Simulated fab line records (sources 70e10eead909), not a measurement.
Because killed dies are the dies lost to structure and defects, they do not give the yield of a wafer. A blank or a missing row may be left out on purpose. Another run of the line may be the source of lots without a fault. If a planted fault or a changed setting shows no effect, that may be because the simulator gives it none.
fab line records -- flow nand-harc
record: lots: 5, wafers: 15, last-day: 24
route steps=1159 shown A_STAIRCASE@554
lots untouched by any fault: they come from a run of this same line in which no faults occurred
start-h: start of the lot's first displayed wafer, in hours after the record's first day -- wait-h: how many hours have passed since the lot's step before this one -- " same as the row above -- L1.1+2: a single row standing in for several wafers -- - value missing, or start not given -- * or withheld: withheld -- < > ~ a bound
route shown NAME@n: NAME is a module with steps in the file, n the number in the route of the first one -- usual: mean/standard deviation of fault-free wafers -- same: alike in all rows -- chamber/n: place in a boat -- sites: the reading at each site -- _std_site: standard deviation across them -- _edge_site: the outer-site mean with the inner-site mean subtracted -- radius-mm: how far each site lies from the wafer's centre -- mask NAME#n: copy n -- behind: the last tool/chamber to shape the wafer -- hold: what put the lot on hold/how long, in hours/how the hold closed -- device: transistor that didn't switch, given as n, p or np -- end of line: the same wafers' tests at the end of the route -- a step without rows: its recipe alone -- killed: at the first sort, the dies lost to defects and structure; wafer yield is something else -- map: dies across one wafer; x = killed, . = not, _ = none there
set.NAME: the setting as run; set.NAME@STEP: as run at that earlier step -- model.NAME: the simulator's own value behind a step, which no gauge read
lots at selected steps of the route; one table per step, one row per wafer
services: a tool's chamber out of use, with start hour (start-h, from the record's first day; less than 0 if before it), hours out, and reason
== steps ==
step: NHARC_A_STAIRCASE_TRIM_18
recipe: time-s: 211.2, o2-flow-sccm: 500, ar-flow-sccm: 0, bias-w: 0, chemistry: O2
usual: drypump-motor-current-A: 5.8/0.45, mfc-ar-sccm: 0.003/0.0053, oes-product-au: 1.002/0.014, rf-vpp-V: 57.7/0.89, showerhead-plenum-p-Torr: 3.52/0.15, throttle-valve-pct: 17.036/0.0081
lot.wafer,tool,chamber,start-h,wait-h,drypump-motor-current-A,mfc-ar-sccm,oes-product-au,rf-hours-counter-h,rf-vpp-V,showerhead-plenum-p-Torr,throttle-valve-pct
L075.1,rie-diel-10,2,-,-,5.5,0.006,1.013,20,58.0,3.44,17.040
L075.3,rie-diel-10,1,-,-,6.3,0.009,1.005,22,56.7,3.28,17.022
L075.6,rie-diel-10,1,-,-,6.3,0.009,0.993,-,57.3,3.28,17.039
L077.2,rie-diel-11,3,-,-,5.9,0.002,1.010,22,56.7,3.49,17.039
L077.3,rie-diel-11,1,-,-,5.2,0,0.976,22,56.5,3.33,17.032
L077.5,rie-diel-11,3,-,-,5.9,0.002,1.019,-,58.0,3.49,17.043
L078.2,rie-diel-11,0,-,-,6.1,0,0.989,28,58.3,3.57,17.031
L078.4,rie-diel-11,1,-,-,5.2,0,0.967,28,57.3,3.33,17.038
L078.6,rie-diel-11,1,-,-,5.2,0,0.967,-,57.2,3.33,17.031
L083.4,rie-diel-10,0,-,-,6.3,0.018,1.000,10,59.3,3.73,17.020
L083.6,rie-diel-10,3,-,-,6.0,0,1.004,-,58.9,3.62,17.034
L083.5,rie-diel-10,0,-,-,6.3,0.018,0.992,-,57.8,3.73,17.041
L094.1,rie-diel-13,2,-,-,5.4,0,0.994,32,58.7,3.67,17.040
L094.5,rie-diel-13,0,-,-,5.3,0,1.020,-,57.3,3.79,17.053
L094.6,rie-diel-13,1,-,-,5.6,0.005,0.985,-,57.6,3.42,17.041
step: NHARC_A_STAIRCASE_ETCH_19
recipe: target-depth-a: 1000, time-s: 40.5, ion-energy-ev: 400, c4f8-flow-sccm: 20, o2-flow-sccm: 10, ar-flow-sccm: withheld, rf-w: 600, bias-w: 1000, chemistry: C4F8/O2
usual: oes-product-au: 0.940/0.014, rf-vpp-V: 895/6
lot.wafer,tool,chamber,start-h,wait-h,oes-product-au,rf-hours-counter-h,rf-vpp-V
L075.1,rie-diel-10,3,-,-,0.933,23,899
L075.3,rie-diel-10,1,-,-,0.938,23,887
L075.6,rie-diel-10,3,-,-,0.936,-,899
L077.2,rie-diel-11,0,-,-,0.951,22,899
L077.3,rie-diel-11,1,-,-,0.918,22,888
L077.5,rie-diel-11,3,-,-,0.940,-,894
L078.2,rie-diel-11,3,-,-,0.941,27,895
L078.4,rie-diel-11,1,-,-,0.908,28,889
L078.6,rie-diel-11,0,-,-,0.931,-,897
L083.4,rie-diel-10,2,-,-,0.937,40,891
L083.6,rie-diel-10,1,-,-,0.921,-,886
L083.5,rie-diel-10,2,-,-,0.942,-,892
L094.1,rie-diel-13,2,-,-,0.943,32,901
L094.5,rie-diel-13,3,-,-,0.966,-,889
L094.6,rie-diel-13,0,-,-,0.955,-,904
step: NHARC_A_STAIRCASE_TRIM_20
recipe: time-s: 211.2, o2-flow-sccm: 500, ar-flow-sccm: 0, bias-w: 0, chemistry: O2
usual: drypump-motor-current-A: 5.7/0.48, mfc-ar-sccm: 0.002/0.0037, oes-product-au: 1.000/0.016, rf-vpp-V: 57.7/0.8, showerhead-plenum-p-Torr: 3.50/0.15, throttle-valve-pct: 17.036/0.0094
lot.wafer,tool,chamber,start-h,wait-h,drypump-motor-current-A,mfc-ar-sccm,oes-product-au,rf-hours-counter-h,rf-vpp-V,showerhead-plenum-p-Torr,throttle-valve-pct
L075.3,rie-diel-11,0,230.44,0.1,6.1,0,1.002,14,59.7,3.58,17.019
L075.1,rie-diel-11,1,230.44,0.1,5.2,0,0.963,14,56.8,3.34,17.050
L075.6,rie-diel-11,0,230.44,0.1,6.1,0,0.999,-,58.1,3.58,17.037
L077.3,rie-diel-11,3,249.87,0.1,5.9,0.002,1.008,22,59.2,3.49,17.015
L077.2,rie-diel-11,1,249.87,0.1,5.2,0,0.968,22,56.7,3.33,17.043
L077.5,rie-diel-11,0,249.87,0.1,6.1,0,0.987,-,56.9,3.57,17.030
L078.4,rie-diel-13,1,259.79,0.1,5.6,0.005,0.991,65,58.9,3.44,17.055
L078.2,rie-diel-13,3,259.79,0.1,5.0,0,1.017,57,57.1,3.34,17.032
L078.6,rie-diel-13,1,259.79,0.1,5.6,0.005,0.986,-,58.4,3.44,17.043
L083.4,rie-diel-11,3,279.28,0.1,5.9,0.002,1.001,33,57.4,3.49,17.035
L083.5,rie-diel-11,2,279.28,0.1,6.5,0,0.994,-,57.9,3.57,17.028
L083.6,rie-diel-11,3,279.28,0.1,5.9,0.002,1.011,-,58.5,3.49,17.052
L094.1,rie-diel-13,2,369.35,0.1,5.5,0,0.999,32,57.4,3.67,17.027
L094.6,rie-diel-13,2,369.35,0.1,5.4,0,0.992,-,57.6,3.67,17.042
L094.5,rie-diel-13,3,369.35,0.1,4.9,0,1.013,-,57.0,3.32,17.027
step: NHARC_A_STAIRCASE_ETCH_21
recipe: target-depth-a: 1000, time-s: 40.5, ion-energy-ev: 400, c4f8-flow-sccm: 20, o2-flow-sccm: 10, ar-flow-sccm: withheld, rf-w: 600, bias-w: 1000, chemistry: C4F8/O2
usual: oes-product-au: 0.947/0.019, rf-vpp-V: 895/5.4
lot.wafer,tool,chamber,start-h,wait-h,oes-product-au,rf-hours-counter-h,rf-vpp-V
L075.1,rie-diel-11,0,-,-,0.940,14,899
L075.3,rie-diel-11,3,-,-,0.950,14,894
L075.6,rie-diel-11,3,-,-,0.949,-,896
L077.2,rie-diel-11,0,-,-,0.941,23,897
L077.3,rie-diel-11,1,-,-,0.914,23,889
L077.5,rie-diel-11,3,-,-,0.941,-,895
L078.2,rie-diel-13,1,-,-,0.921,65,891
L078.4,rie-diel-13,0,-,-,0.959,64,886
L078.6,rie-diel-13,1,-,-,0.916,-,893
L083.4,rie-diel-11,2,-,-,0.952,8,899
L083.5,rie-diel-11,3,-,-,0.956,-,895
L083.6,rie-diel-11,0,-,-,0.956,-,898
L094.1,rie-diel-13,2,-,-,0.938,32,901
L094.6,rie-diel-13,2,-,-,0.936,-,902
L094.5,rie-diel-13,3,-,-,0.969,-,888
step: NHARC_A_STAIRCASE_TRIM_22
recipe: time-s: 211.2, o2-flow-sccm: 500, ar-flow-sccm: 0, bias-w: 0, chemistry: O2
usual: drypump-motor-current-A: 5.7/0.47, mfc-ar-sccm: 0.002/0.0037, oes-product-au: 1.000/0.015, rf-vpp-V: 57.9/0.96, showerhead-plenum-p-Torr: 3.50/0.15, throttle-valve-pct: 17.037/0.0082
lot.wafer,tool,chamber,start-h,wait-h,drypump-motor-current-A,mfc-ar-sccm,oes-product-au,rf-hours-counter-h,rf-vpp-V,showerhead-plenum-p-Torr,throttle-valve-pct
L075.3,rie-diel-11,3,-,-,5.9,0.002,1.020,14,57.3,3.50,17.043
L075.1,rie-diel-11,1,-,-,5.2,0,0.984,15,56.3,3.34,17.038
L075.6,rie-diel-11,0,-,-,6.1,0,1.004,-,57.9,3.58,17.048
L077.2,rie-diel-11,0,-,-,6.1,0,0.992,23,57.4,3.57,17.055
L077.3,rie-diel-11,1,-,-,5.2,0,0.963,23,56.2,3.33,17.027
L077.5,rie-diel-11,0,-,-,6.1,0,0.991,-,57.7,3.57,17.036
L078.4,rie-diel-13,2,-,-,5.4,0,1.022,63,58.4,3.69,17.032
L078.2,rie-diel-13,1,-,-,5.6,0.005,0.985,65,57.7,3.44,17.028
L078.6,rie-diel-13,2,-,-,5.4,0,1.027,-,58.9,3.69,17.036
L083.4,rie-diel-11,3,-,-,5.9,0.002,1.008,33,57.7,3.49,17.039
L083.6,rie-diel-11,0,-,-,6.1,0,0.999,-,57.6,3.57,17.026
L083.5,rie-diel-11,1,-,-,5.2,0,0.976,-,58.6,3.33,17.048
L094.1,rie-diel-13,0,-,-,5.3,0,1.020,32,57.6,3.79,17.036
L094.6,rie-diel-13,1,-,-,5.6,0.005,1.000,-,58.7,3.42,17.041
L094.5,rie-diel-13,2,-,-,5.4,0,0.991,-,57.2,3.67,17.033
step: NHARC_A_STAIRCASE_ETCH_23
recipe: target-depth-a: 1000, time-s: 40.5, ion-energy-ev: 400, c4f8-flow-sccm: 20, o2-flow-sccm: 10, ar-flow-sccm: withheld, rf-w: 600, bias-w: 1000, chemistry: C4F8/O2
usual: oes-product-au: 0.944/0.019, rf-vpp-V: 895/5.4
lot.wafer,tool,chamber,start-h,wait-h,oes-product-au,rf-hours-counter-h,rf-vpp-V
L075.1,rie-diel-11,3,-,-,0.952,15,894
L075.3,rie-diel-11,1,-,-,0.924,15,889
L075.6,rie-diel-11,0,-,-,0.942,-,897
L077.3,rie-diel-11,3,-,-,0.946,23,895
L077.2,rie-diel-11,1,-,-,0.905,23,890
L077.5,rie-diel-11,3,-,-,0.946,-,895
L078.4,rie-diel-13,2,-,-,0.949,63,902
L078.2,rie-diel-13,3,-,-,0.943,57,889
L078.6,rie-diel-13,2,-,-,0.958,-,902
L083.4,rie-diel-11,3,-,-,0.946,33,896
L083.5,rie-diel-11,3,-,-,0.948,-,894
L083.6,rie-diel-11,0,-,-,0.934,-,896
L094.1,rie-diel-13,2,-,-,0.934,32,900
L094.5,rie-diel-13,0,-,-,0.961,-,904
L094.6,rie-diel-13,1,-,-,0.938,-,892
step: NHARC_A_STAIRCASE_TRIM_24
recipe: time-s: 211.2, o2-flow-sccm: 500, ar-flow-sccm: 0, bias-w: 0, chemistry: O2
usual: drypump-motor-current-A: 5.7/0.49, mfc-ar-sccm: 0.002/0.0039, oes-product-au: 0.999/0.017, rf-vpp-V: 57.6/0.9, showerhead-plenum-p-Torr: 3.50/0.15, throttle-valve-pct: 17.037/0.0088
lot.wafer,tool,chamber,start-h,wait-h,drypump-motor-current-A,mfc-ar-sccm,oes-product-au,rf-hours-counter-h,rf-vpp-V,showerhead-plenum-p-Torr,throttle-valve-pct
L075.3,rie-diel-11,1,-,-,5.2,0,0.977,15,58.1,3.34,17.040
L075.1,rie-diel-11,3,-,-,5.9,0.002,0.999,15,57.5,3.50,17.040
L075.6,rie-diel-11,3,-,-,5.9,0.002,1.002,-,57.6,3.50,17.029
L077.3,rie-diel-11,0,-,-,6.1,0,0.995,23,57.4,3.57,17.035
L077.2,rie-diel-11,1,-,-,5.2,0,0.966,23,57.7,3.33,17.038
L077.5,rie-diel-11,1,-,-,5.2,0,0.974,-,59.0,3.33,17.025
L078.4,rie-diel-13,2,-,-,5.4,0,1.021,63,58.9,3.69,17.031
L078.2,rie-diel-13,1,-,-,5.6,0.005,0.997,66,56.8,3.44,17.040
L078.6,rie-diel-13,2,-,-,5.4,0,1.019,-,58.6,3.69,17.042
L083.4,rie-diel-11,1,-,-,5.2,0,0.974,34,55.4,3.33,17.034
L083.5,rie-diel-11,0,-,-,6.1,0,0.995,-,57.2,3.57,17.034
L083.6,rie-diel-11,1,-,-,5.2,0,0.972,-,58.6,3.33,17.042
L094.1,rie-diel-13,3,-,-,4.9,0,1.014,31,56.6,3.32,17.041
L094.6,rie-diel-13,3,-,-,4.9,0,1.017,-,57.7,3.32,17.042
L094.5,rie-diel-13,0,-,-,5.2,0,1.017,-,58.2,3.79,17.028
step: NHARC_A_STAIRCASE_ETCH_25
recipe: target-depth-a: 1000, time-s: 40.5, ion-energy-ev: 400, c4f8-flow-sccm: 20, o2-flow-sccm: 10, ar-flow-sccm: withheld, rf-w: 600, bias-w: 1000, chemistry: C4F8/O2
usual: oes-product-au: 0.943/0.015, rf-vpp-V: 895/5.3
lot.wafer,tool,chamber,start-h,wait-h,oes-product-au,rf-hours-counter-h,rf-vpp-V
L075.3,rie-diel-11,3,-,-,0.956,15,894
L075.1,rie-diel-11,0,-,-,0.948,15,899
L075.6,rie-diel-11,1,-,-,0.924,-,889
L077.3,rie-diel-11,1,-,-,0.912,23,890
L077.2,rie-diel-11,3,-,-,0.940,23,894
L077.5,rie-diel-11,0,-,-,0.935,-,897
L078.4,rie-diel-13,1,-,-,0.948,66,895
L078.2,rie-diel-13,2,-,-,0.967,64,901
L078.6,rie-diel-13,1,-,-,0.940,-,893
L083.4,rie-diel-11,0,-,-,0.932,34,898
L083.5,rie-diel-11,3,-,-,0.947,-,896
L083.6,rie-diel-11,0,-,-,0.931,-,898
L094.1,rie-diel-13,3,-,-,0.968,31,888
L094.5,rie-diel-13,1,-,-,0.949,-,892
L094.6,rie-diel-13,2,-,-,0.940,-,901
step: NHARC_A_STAIRCASE_TRIM_26
recipe: time-s: 211.2, o2-flow-sccm: 500, ar-flow-sccm: 0, bias-w: 0, chemistry: O2
usual: drypump-motor-current-A: 5.7/0.47, mfc-ar-sccm: 0.002/0.0035, oes-product-au: 0.999/0.015, rf-vpp-V: 57.8/0.87, showerhead-plenum-p-Torr: 3.50/0.15, throttle-valve-pct: 17.036/0.0085
lot.wafer,tool,chamber,start-h,wait-h,drypump-motor-current-A,mfc-ar-sccm,oes-product-au,rf-hours-counter-h,rf-vpp-V,showerhead-plenum-p-Torr,throttle-valve-pct
L075.3,rie-diel-11,0,-,-,6.1,0,0.990,15,56.9,3.58,17.032
L075.1,rie-diel-11,3,-,-,5.9,0.002,1.001,15,57.8,3.50,17.029
L075.6,rie-diel-11,1,-,-,5.2,0,0.974,-,57.1,3.34,17.035
L077.2,rie-diel-11,0,-,-,6.1,0,0.980,23,59.0,3.57,17.023
L077.3,rie-diel-11,1,-,-,5.2,0,0.970,23,56.3,3.33,17.032
L077.5,rie-diel-11,1,-,-,5.2,0,0.958,-,56.5,3.33,17.026
L078.2,rie-diel-13,2,-,-,5.4,0,1.018,64,60.3,3.69,17.028
L078.4,rie-diel-13,3,-,-,5.0,0,1.013,57,58.4,3.34,17.025
L078.6,rie-diel-13,0,-,-,5.2,0,1.050,-,58.5,3.27,17.026
L083.4,rie-diel-11,3,-,-,5.9,0.002,1.008,33,57.8,3.49,17.051
L083.5,rie-diel-11,0,-,-,6.1,0,1.002,-,58.3,3.57,17.034
L083.6,rie-diel-11,1,-,-,5.2,0,0.987,-,57.3,3.33,17.053
L094.1,rie-diel-13,3,-,-,4.9,0,1.011,31,57.0,3.32,17.029
L094.6,rie-diel-13,0,-,-,5.3,0,1.022,-,56.8,3.79,17.030
L094.5,rie-diel-13,1,-,-,5.6,0.005,1.002,-,57.3,3.42,17.030
step: NHARC_A_STAIRCASE_ETCH_27
recipe: target-depth-a: 1000, time-s: 40.5, ion-energy-ev: 400, c4f8-flow-sccm: 20, o2-flow-sccm: 10, ar-flow-sccm: withheld, rf-w: 600, bias-w: 1000, chemistry: C4F8/O2
usual: oes-product-au: 0.945/0.017, rf-vpp-V: 895/5.3
lot.wafer,tool,chamber,start-h,wait-h,oes-product-au,rf-hours-counter-h,rf-vpp-V
L075.3,rie-diel-11,3,-,-,0.950,15,894
L075.1,rie-diel-11,0,-,-,0.941,15,897
L075.6,rie-diel-11,1,-,-,0.919,-,889
L077.3,rie-diel-11,1,-,-,0.916,23,888
L077.2,rie-diel-11,0,-,-,0.937,23,898
L077.5,rie-diel-11,0,-,-,0.936,-,899
L078.2,rie-diel-13,1,-,-,0.933,66,891
L078.4,rie-diel-13,3,-,-,0.956,57,889
L078.6,rie-diel-13,0,-,-,0.974,-,887
L083.4,rie-diel-11,1,-,-,0.905,35,889
L083.6,rie-diel-11,3,-,-,0.933,-,894
L083.5,rie-diel-11,0,-,-,0.930,-,898
L094.1,rie-diel-13,3,-,-,0.961,31,888
L094.5,rie-diel-13,3,-,-,0.960,-,888
L094.6,rie-diel-13,0,-,-,0.958,-,905
step: NHARC_A_STAIRCASE_STRIP_175
recipe: power-w: 1500, temp-c: 250, chemistry: O2
usual: drypump-motor-current-A: 5.7/0.31, heater-power-w: 324/26, temp-c: 250.02/0.18
lot.wafer,tool,chamber,start-h,wait-h,drypump-motor-current-A,heater-power-w,rf-hours-counter-h,temp-c
L075.1,plasma-asher-02,1,231.76,0.2,6.1,308,13,250.11
L075.3,plasma-asher-02,1,231.76,0.2,6.1,311,-,249.99
L075.6,plasma-asher-02,0,231.76,0.2,5.3,341,-,249.93
L077.2,plasma-asher-02,1,251.19,0.1,6.1,318,18,249.68
L077.3,plasma-asher-02,1,251.19,0.1,6.1,316,-,249.87
L077.5,plasma-asher-02,0,251.19,0.1,5.3,341,-,249.71
L078.2,plasma-asher-01,1,260.86,0.1,5.7,354,51,250.11
L078.4,plasma-asher-01,1,260.86,0.1,5.7,355,-,249.75
L078.6,plasma-asher-01,0,260.86,0.1,5.5,297,-,249.91
L083.4,plasma-asher-02,0,281.02,0.6,5.3,342,-,249.88
L083.6,plasma-asher-02,1,281.02,0.6,6.1,316,-,250.09
L083.5,plasma-asher-02,0,281.02,0.6,5.3,335,-,250.17
L094.1,plasma-asher-02,1,370.64,0.3,6.1,312,0,249.99
L094.5,plasma-asher-02,1,370.64,0.3,6.1,318,-,250.14
L094.6,plasma-asher-02,0,370.64,0.3,5.3,345,-,250.36
step: NHARC_A_STAIRCASE_STRIP_148
recipe: time-s: 900, temp-c: 130, chemistry: SPM
usual: temp-c: 130.00/0.14
lot.wafer,tool,chamber,start-h,wait-h,temp-c
L075.1,wet-bench-04,4,232.06,0.3,130.09
L075.6,wet-bench-04,6,232.06,0.3,130.07
L075.3,wet-bench-04,1,232.06,0.3,130.08
L077.2,wet-bench-04,3,251.51,0.3,130.09
L077.3,wet-bench-04,5,251.51,0.3,130.08
L077.5,wet-bench-04,6,251.51,0.3,129.97
L078.4,wet-bench-01,6,261.20,0.2,130.08
L078.2,wet-bench-01,2,261.20,0.2,130.36
L078.6,wet-bench-01,3,261.20,0.2,130.01
L083.6,wet-bench-03,6,281.22,0.1,130.11
L083.5,wet-bench-03,2,281.22,0.1,129.76
L083.4,wet-bench-03,3,281.22,0.1,129.76
L094.6,wet-bench-03,1,370.99,0.1,130.23
L094.5,wet-bench-03,2,370.99,0.1,130.16
L094.1,wet-bench-03,3,370.99,0.1,130.11
step: NHARC_A_STAIRCASE_PRECLEAN_149
recipe: time-s: *, temp-c: 50, bath-age-min: 0, chemistry: SC1
usual: h2o2-flow-mL-min: 56.59/0.18, temp-c: 49.99/0.11
lot.wafer,tool,chamber,start-h,wait-h,h2o2-flow-mL-min,temp-c
L075.1,wet-bench-04,4,-,-,56.70,49.96
L075.6,wet-bench-04,6,-,-,56.55,50.07
L075.3,wet-bench-04,1,-,-,56.59,50.07
L077.2,wet-bench-04,3,-,-,56.62,50.04
L077.3,wet-bench-04,5,-,-,56.73,50.15
L077.5,wet-bench-04,6,-,-,56.77,49.89
L078.4,wet-bench-01,6,-,-,56.37,50.08
L078.2,wet-bench-01,2,-,-,56.84,50.11
L078.6,wet-bench-01,3,-,-,56.69,49.96
L083.6,wet-bench-03,6,-,-,56.49,49.77
L083.5,wet-bench-03,2,-,-,56.54,49.89
L083.4,wet-bench-03,3,-,-,56.45,50.03
L094.6,wet-bench-03,1,-,-,56.51,49.96
L094.5,wet-bench-03,2,-,-,56.72,50.05
L094.1,wet-bench-03,3,-,-,56.94,49.94
step: NHARC_A_STAIRCASE_SRD_150
lot.wafer,tool,chamber,start-h,wait-h
L075.1+6+3,wet-bench-04,"4,6,1",-,-
L077.2+3+5,wet-bench-04,"3,5,6",-,-
L078.4+2+6,wet-bench-01,"6,2,3",-,-
L083.6+5+4,wet-bench-03,"6,2,3",-,-
L094.6+5+1,wet-bench-03,"1,2,3",-,-
step: NHARC_A_STAIRCASE_DEHYDRATE_176
recipe: temp-c: 150, time-s: 120
usual: chill-plate-temp-C: 22.98/0.099
lot.wafer,tool,chamber,start-h,wait-h,chill-plate-temp-C
L075.1,litho-track-05,0,232.52,-,23.02
L075.3,litho-track-05,0,232.52,-,22.77
L075.6,litho-track-05,0,232.52,-,23.02
L077.2,litho-track-05,0,251.96,-,23.17
L077.3,litho-track-05,0,251.96,-,23.07
L077.5,litho-track-05,0,251.96,-,23.17
L078.2,litho-track-03,0,261.66,-,22.91
L078.4,litho-track-03,0,261.66,-,22.89
L078.6,litho-track-03,0,261.66,-,22.79
L083.4,litho-track-07,0,281.68,-,23.10
L083.5,litho-track-07,0,281.68,-,23.00
L083.6,litho-track-07,0,281.68,-,22.95
L094.1,litho-track-07,0,371.45,-,23.09
L094.5,litho-track-07,0,371.45,-,22.93
L094.6,litho-track-07,0,371.45,-,22.99
step: NHARC_A_STAIRCASE_HMDS_177
recipe: time-s: 30
usual: chill-plate-temp-C: 22.97/0.11
lot.wafer,tool,chamber,start-h,wait-h,chill-plate-temp-C
L075.1,litho-track-05,0,-,-,23.07
L075.3,litho-track-05,0,-,-,23.08
L075.6,litho-track-05,0,-,-,23.03
L077.2,litho-track-05,0,-,-,22.90
L077.3,litho-track-05,0,-,-,23.03
L077.5,litho-track-05,0,-,-,22.93
L078.2,litho-track-03,0,-,-,22.93
L078.4,litho-track-03,0,-,-,22.82
L078.6,litho-track-03,0,-,-,22.72
L083.4,litho-track-07,0,-,-,22.95
L083.5,litho-track-07,0,-,-,23.06
L083.6,litho-track-07,0,-,-,22.99
L094.1,litho-track-07,0,-,-,23.11
L094.5,litho-track-07,0,-,-,23.15
L094.6,litho-track-07,0,-,-,22.96
step: NHARC_A_STAIRCASE_COAT_178
recipe: spin-rpm: 1200
usual: chill-plate-temp-C: 23.01/0.098
lot.wafer,tool,chamber,start-h,wait-h,chill-plate-temp-C
L075.1,litho-track-05,0,-,-,23.04
L075.3,litho-track-05,0,-,-,22.87
L075.6,litho-track-05,0,-,-,22.99
L077.2,litho-track-05,0,-,-,22.93
L077.3,litho-track-05,0,-,-,23.07
L077.5,litho-track-05,0,-,-,22.96
L078.2,litho-track-03,0,-,-,22.91
L078.4,litho-track-03,0,-,-,23.09
L078.6,litho-track-03,0,-,-,22.94
L083.4,litho-track-07,0,-,-,23.04
L083.5,litho-track-07,0,-,-,23.04
L083.6,litho-track-07,0,-,-,22.86
L094.1,litho-track-07,0,-,-,23.20
L094.5,litho-track-07,0,-,-,23.18
L094.6,litho-track-07,0,-,-,23.11
step: NHARC_A_STAIRCASE_SOFTBAKE_179
recipe: temp-c: 135, time-s: 170
usual: chill-plate-temp-C: 23.01/0.12
lot.wafer,tool,chamber,start-h,wait-h,chill-plate-temp-C
L075.1,litho-track-05,0,-,-,22.85
L075.3,litho-track-05,0,-,-,22.76
L075.6,litho-track-05,0,-,-,22.70
L077.2,litho-track-05,0,-,-,22.89
L077.3,litho-track-05,0,-,-,22.99
L077.5,litho-track-05,0,-,-,22.93
L078.2,litho-track-03,0,-,-,23.05
L078.4,litho-track-03,0,-,-,22.94
L078.6,litho-track-03,0,-,-,23.03
L083.4,litho-track-07,0,-,-,22.99
L083.5,litho-track-07,0,-,-,22.78
L083.6,litho-track-07,0,-,-,23.02
L094.1,litho-track-07,0,-,-,23.06
L094.5,litho-track-07,0,-,-,22.97
L094.6,litho-track-07,0,-,-,22.92
step: NHARC_A_STAIRCASE_EBR_180
usual: chill-plate-temp-C: 23.01/0.11
lot.wafer,tool,chamber,start-h,wait-h,chill-plate-temp-C
L075.1,litho-track-05,0,-,-,22.92
L075.3,litho-track-05,0,-,-,23.06
L075.6,litho-track-05,0,-,-,23.06
L077.2,litho-track-05,0,-,-,23.14
L077.3,litho-track-05,0,-,-,23.10
L077.5,litho-track-05,0,-,-,22.99
L078.2,litho-track-03,0,-,-,23.05
L078.4,litho-track-03,0,-,-,22.97
L078.6,litho-track-03,0,-,-,23.02
L083.4,litho-track-07,0,-,-,23.32
L083.5,litho-track-07,0,-,-,23.16
L083.6,litho-track-07,0,-,-,23.23
L094.1,litho-track-07,0,-,-,22.99
L094.5,litho-track-07,0,-,-,22.97
L094.6,litho-track-07,0,-,-,22.83
step: NHARC_A_STAIRCASE_EXPOSE_181
recipe: na: 0.5, dose-mj: 27.87, mask-id: STAIR_2
lot.wafer,tool,chamber,start-h,wait-h,mask
L075.1+3+6,krf-scanner-02,0,232.86,-,STAIR_2#0
L077.2+3+5,krf-scanner-03,0,252.17,-,STAIR_2#0
L078.2+4+6,krf-scanner-02,0,262.00,-,STAIR_2#0
L083.4+5+6,krf-scanner-01,0,282.03,-,STAIR_2#0
L094.1+5+6,krf-scanner-03,0,371.78,-,STAIR_2#0
step: NHARC_A_STAIRCASE_PEB_182
recipe: peb-temp-c: 115, peb-time-s: 130
usual: chill-plate-temp-C: 22.99/0.1
lot.wafer,tool,chamber,start-h,wait-h,chill-plate-temp-C
L075.1,litho-track-07,0,232.92,0.1,22.87
L075.3,litho-track-07,0,232.92,0.1,22.99
L075.6,litho-track-07,0,232.92,0.1,22.85
L077.2,litho-track-05,0,252.23,0.1,23.13
L077.3,litho-track-05,0,252.23,0.1,23.06
L077.5,litho-track-05,0,252.23,0.1,22.95
L078.2,litho-track-07,0,262.06,0.1,23.13
L078.4,litho-track-07,0,262.06,0.1,22.98
L078.6,litho-track-07,0,262.06,0.1,22.97
L083.4,litho-track-05,0,282.08,0.0,22.82
L083.5,litho-track-05,0,282.08,0.0,22.92
L083.6,litho-track-05,0,282.08,0.0,22.91
L094.1,litho-track-07,0,371.85,0.1,22.91
L094.5,litho-track-07,0,371.85,0.1,23.09
L094.6,litho-track-07,0,371.85,0.1,22.86
step: NHARC_A_STAIRCASE_DEVELOP_183
recipe: time-s: 140
usual: chill-plate-temp-C: 23.03/0.11
lot.wafer,tool,chamber,start-h,wait-h,chill-plate-temp-C
L075.1,litho-track-07,0,-,-,23.07
L075.3,litho-track-07,0,-,-,23.09
L075.6,litho-track-07,0,-,-,22.91
L077.2,litho-track-05,0,-,-,23.08
L077.3,litho-track-05,0,-,-,22.94
L077.5,litho-track-05,0,-,-,23.09
L078.2,litho-track-07,0,-,-,23.03
L078.4,litho-track-07,0,-,-,22.89
L078.6,litho-track-07,0,-,-,22.99
L083.4,litho-track-05,0,-,-,23.15
L083.5,litho-track-05,0,-,-,23.00
L083.6,litho-track-05,0,-,-,23.04
L094.1,litho-track-07,0,-,-,22.84
L094.5,litho-track-07,0,-,-,23.16
L094.6,litho-track-07,0,-,-,22.97
== services ==
tool,chamber,start-h,hours,kind
rie-diel-10,2,206.85,1.4,repair
litho-track-03,-,213.00,7.0,pm
wet-bench-01,-,213.60,8.0,pm
rie-diel-13,3,214.06,10.1,repair
krf-scanner-02,-,214.30,4.0,pm
litho-track-05,-,237.00,7.0,pm
rie-diel-11,-,237.80,0.4,repair
krf-scanner-03,-,244.37,3.2,repair
krf-scanner-01,-,256.00,4.0,pm
wet-bench-03,-,256.91,5.2,repair
krf-scanner-03,-,257.99,1.3,repair
rie-diel-13,-,276.00,9.0,pm
wet-bench-04,-,300.45,75.5,repair
krf-scanner-03,-,301.96,6.2,repair
wet-bench-03,-,322.41,8.0,pm
krf-scanner-02,-,335.31,5.0,repair
krf-scanner-03,-,340.00,4.0,pm
plasma-asher-02,-,342.55,0.5,repair
rie-diel-10,2,344.04,9.2,repair
wet-bench-01,-,349.12,1.9,repair
rie-diel-10,-,353.50,9.0,pm
plasma-asher-02,-,360.00,9.0,pm
litho-track-07,-,364.00,7.0,pm
rie-diel-11,-,366.65,9.0,pm
== key ==
fault none
